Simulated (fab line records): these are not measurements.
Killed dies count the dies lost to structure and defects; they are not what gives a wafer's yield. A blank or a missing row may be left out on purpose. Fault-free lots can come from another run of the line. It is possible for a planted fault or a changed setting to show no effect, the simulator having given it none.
Matching of chambers :: flow n5-finfet :: rie-diel-03 running N5_BEOL_M2_ETCH_70: 4 sister chambers
The step etches SOC in N2/H2, target depth 80 nm, overetch 24 nm, time 130 s. 4 wafers are shown with their chamber, then 7 later ones without.

## EACH WAFER AND ITS CHAMBER
wafer: L085.2
chamber: 3
showerhead-plenum-p-Torr (Torr): 2.69

wafer: L086.1
chamber: 0
showerhead-plenum-p-Torr (Torr): 2.58

wafer: L087.2
chamber: 2
showerhead-plenum-p-Torr (Torr): 2.50

wafer: L087.3
chamber: 1
showerhead-plenum-p-Torr (Torr): 2.42

## WAFERS WITH NO CHAMBER GIVEN
wafer: L087.4
showerhead-plenum-p-Torr (Torr): 2.58

wafer: L094.1
showerhead-plenum-p-Torr (Torr): 2.57

wafer: L094.2
showerhead-plenum-p-Torr (Torr): 2.68

wafer: L094.5
showerhead-plenum-p-Torr (Torr): 2.68

wafer: L096.2
showerhead-plenum-p-Torr (Torr): 2.68

wafer: L096.4
showerhead-plenum-p-Torr (Torr): 2.49

wafer: L096.6
showerhead-plenum-p-Torr (Torr): 2.73

## WHICH CHAMBER EACH WENT THROUGH
wafer: L087.4
from the rows above: 0
in truth: 0

wafer: L094.1
from the rows above: 0
in truth: 0

wafer: L094.2
from the rows above: 3
in truth: 3

wafer: L094.5
from the rows above: 3
in truth: 3

wafer: L096.2
from the rows above: 3
in truth: 3

wafer: L096.4
from the rows above: 2
in truth: 2

wafer: L096.6
from the rows above: 3
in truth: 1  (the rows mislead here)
Correct placement for 6 of the 7. From these rows, 0 cannot be placed. Placed wrongly: 1.
How it was worked out, from the rows above alone: a wafer's distance from a chamber is the root of the sum, over the readings, of the square of ((its reading less the chamber's mean) divided by the reading's scatter). The wafer belongs to the nearest chamber; if the next one is less than 2 further off, it can't be placed. The mean given for a chamber averages the wafers shown for that chamber. The scatter: with one shown wafer a chamber, the root of the mean of the squares of how far each hidden wafer lies from its nearest shown one.
